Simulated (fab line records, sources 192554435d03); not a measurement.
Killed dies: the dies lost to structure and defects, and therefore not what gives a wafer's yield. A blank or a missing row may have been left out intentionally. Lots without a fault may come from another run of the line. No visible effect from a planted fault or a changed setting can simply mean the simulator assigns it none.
Code-filled problem report in 8D (eight disciplines) form	flow n5_finfet	the parts of the form that need people (team, actions taken, sign-off) are left out

## 1. WHAT IS WRONG
Wafers with no fault read 837.0 W with a standard deviation of 2.7, whereas rf_fwd_power_W at N5_SDB_ETCH_18 reads a mean of 1040.9 W on 1 wafer of 1 lot. Measured from the usual mean, that is +76 standard deviations.
The step: etches SOC in N2/H2, target depth 100 nm, overetch 20 nm, time 150 s.
First seen on wafer L580.2, day 7 21:25, on rie_diel-06. The record holds 27 wafers of 9 lots with a number at this step. By rule, "out" or "out of limits" means more than 4 standard deviations away from the usual mean. The other wafers with a number count as sound.

## 2. WHAT IT IS, AND WHAT IT ISN'T
question	is	is not
which readings at this step	rf_fwd_power_W, rf_vpp_V	drypump_motor_current_A, oes_product_au, showerhead_plenum_p_Torr, temp_c, throttle_valve_pct
which lots	L580	L563, L564, L565, L568, L569, L574, L583, L585
which wafers of those lots	L580.2	L580.1, L580.4
read on which tools	rie_diel-06	rie_diel-01, rie_diel-02
when	from day 7 21:25	up to then (20 sound wafers); but 6 sound wafers of L583, L585 came after

## 3. THE SUSPECTS, EACH WITH WHAT RULES IT OUT
Counting: if a tool at a process step up to the reading ran every lot that is out, it stays a suspect. Sound lots after the first of them don't rule it out here, since some wafers of a struck lot are sound.
- rie_diel-06 at N5_SDB_DESCUM_16 (chemistry O2, time 7.9 s): kept. The lot that is out, L580, ran on it at day 7 21:20; the last sound lot it ran before that was L574, at day 6 22:02.
- rie_diel-06 at N5_SDB_ETCH_18 (etches SOC in N2/H2, target depth 100 nm, overetch 20 nm, time 150 s): kept. The lot that is out, L580, ran on it at day 7 21:25; the last sound lot it ran before that was L574, at day 6 22:06. Its own rf_fwd_power_W, rf_vpp_V readings are out on those wafers.
- At N5_SDB_DESCUM_16, inside rie_diel-06: chamber 3 took the wafers that are out, while their sound lot-mates went through chambers 0, 2.
- At N5_SDB_ETCH_18, inside rie_diel-06: chamber 3 took the wafers that are out, while their sound lot-mates went through chambers 0, 2.
The count leaves rie_diel-06 at N5_SDB_ETCH_18 and rie_diel-06 at N5_SDB_DESCUM_16.

## 4. THE CAUSE (what the simulator had put in)
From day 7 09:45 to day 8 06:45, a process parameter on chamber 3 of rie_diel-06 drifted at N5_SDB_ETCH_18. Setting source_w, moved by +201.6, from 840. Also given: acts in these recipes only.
2 suspects survive the count, and this tool is in that group.

## 5. THE CHAIN OF EFFECTS, in route order
Each row: a reading whose mean over the struck wafers that have a number lies more than 3 standard deviations from the usual. Scope: only readings with a usual standard deviation given in the record; hours: median across lots of the time from each lot's start at the first step in this table that gives one to its start at this step; sigmas: change in usual standard deviations.
hours	step	reading	usual	on struck wafers	change	sigmas
0	N5_SDB_ETCH_18	rf_fwd_power_W	837.0 W	1040.9	+203.9	+76
0	N5_SDB_ETCH_18	rf_vpp_V	523.6 V	485.9	-37.7	-16
Process steps it contains:
- N5_SDB_ETCH_18: etches SOC in N2/H2, target depth 100 nm, overetch 20 nm, time 150 s.
Later steps that measure or inspect, where all struck wafers having a row at the step show a number for every such reading and not one has moved that far: N5_BEOL_M4_RC_MEAS_101.

## 6. HOW IT WOULD HAVE BEEN CAUGHT EARLIER
First out-of-limits reading in this record: day 7 21:25, which is 12 hours after fault onset at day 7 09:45.
